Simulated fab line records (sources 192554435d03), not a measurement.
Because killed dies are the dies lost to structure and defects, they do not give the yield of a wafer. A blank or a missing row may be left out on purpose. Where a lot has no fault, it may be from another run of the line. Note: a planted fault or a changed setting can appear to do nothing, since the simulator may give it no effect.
One fault seen from 3 desks | flow n5Finfet | each desk has only its own numbers; what lay behind them comes last

== THE METROLOGY DESK ==
Means of the sampled wafers that have a number, per lot and without regard to the tool the lot ran on: this is what the gauges read. A lot is out of limits, marked OUT, if its mean lies more than 4 standard deviations from the usual mean; the brackets give that distance. Of its 17 readings 7 are shown: the one that was out of limits first, and those that lie furthest out on some lot.
Columns: A = IOFF_P at N5_BEOL_M4_RC_MEAS_101, usual 0.20 nA/um; B = IOFF_P_85C at N5_BEOL_M4_RC_MEAS_101, usual 3.5 nA/um; C = IOFF_P_LIN at N5_BEOL_M4_RC_MEAS_101, usual 0.096 nA/um; D = IOFF_P_LONG at N5_BEOL_M4_RC_MEAS_101, usual 0.000104 nA/um; E = VT_N_LVT at N5_BEOL_M4_RC_MEAS_101, usual 101 mV; F = VT_P at N5_BEOL_M4_RC_MEAS_101, usual -251 mV; G = VT_P_LONG at N5_BEOL_M4_RC_MEAS_101, usual -275.6 mV
lot  | first seen here | A    | B   | C                | D                  | E   | F               | G
L585 | day 3 23:05     | 0.19 | 3.4 | 0.097            | 0.000120           | 100 | -250            | -271.0
L590 | day 5 05:47     | 0.21 | 3.7 | 0.100            | 0.000109           | 97  | -249            | -274.7
L591 | day 5 11:59     | 0.19 | 3.3 | 0.092            | 0.000108           | 101 | -250            | -274.2
L595 | day 6 10:37     | 0.33 | 5.3 | 0.166 (+4.1) OUT | 0.000178 (+10) OUT | 118 | -232 (+5.4) OUT | -256.1 (+8.5) OUT
L603 | day 8 13:08     | 0.20 | 3.4 | 0.097            | 0.000101           | 101 | -251            | -276.9
This desk's finding: out of limits on L595; first on L595, day 10 10:39 (IOFF_P_LIN at N5_BEOL_M4_RC_MEAS_101). L585, L590, L591, L603 stayed within limits.

== THE DEFECT DESK ==
What the inspections along the route counted, lot by lot: means of the sampled wafers that have a number. A lot is out of limits, marked OUT, if its mean lies more than 4 standard deviations from the usual mean; the brackets give that distance.
Columns: A = rawDefectCount at N5_SDB_INSPECT_36, usual 40; B = rawDefectCount at N5_DUMMY_REMOVAL_INSPECT_06, usual 12; C = rawDefectCount at N5_HKMG_FIN_INSPECT_61, usual 2.0
lot  | first seen here | A  | B  | C
L585 | day 3 21:28     | 28 | 21 | 2.7
L590 | day 5 04:04     | 44 | 16 | 2.0
L591 | day 5 10:27     | 44 | 6  | 3.3
L595 | day 6 09:04     | 76 | 12 | 2.0
L603 | day 8 11:30     | 19 | 11 | 1.0
This desk's finding: nothing out of limits on any of the 5 lots.

== AT THE TOOL OWNER'S DESK: aldHk-03 ==
The tool's own readings at N5_HKMG_FIN_ALD_74 (deposits La2O3, target thk 0.5 nm, pulse time 6 s, co reactant pulse time 1 s): means of the sampled wafers that have a number, for each lot that ran on this tool. A lot is out of limits, marked OUT, if its mean lies more than 4 standard deviations from the usual mean; the brackets give that distance.
Columns: A = heaterPowerOuterW at N5_HKMG_FIN_ALD_74, usual 186 W; B = heaterPowerW at N5_HKMG_FIN_ALD_74, usual 337 W; C = precursorPulseHeightRel at N5_HKMG_FIN_ALD_74, usual 0.998
lot  | first seen here | A   | B   | C
L591 | day 5 11:26     | 179 | 338 | 0.992
L595 | day 6 10:04     | 178 | 344 | 0.990
This desk's finding: nothing out of limits on any of the 2 lots.

== TAKEN TOGETHER ==
Metrology desk: alarm possible at day 10 10:39 on L595.
No out-of-limits result turned up at the defect desk.
The tool owner's desk saw nothing out of limits.
The defect desk has L595 on record, within its limits.
Tool owner's desk: L595 on record, inside its limits.
On aldHk-03, each named lot ran N5_HKMG_FIN_ALD_74.

== WHAT WAS PUT IN BY THE SIMULATOR ==
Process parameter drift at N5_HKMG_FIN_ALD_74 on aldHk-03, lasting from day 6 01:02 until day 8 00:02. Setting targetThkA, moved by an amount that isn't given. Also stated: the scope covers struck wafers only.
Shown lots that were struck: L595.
Delay in hours, fault start to first out-of-limits reading, per desk: metrology desk 106.
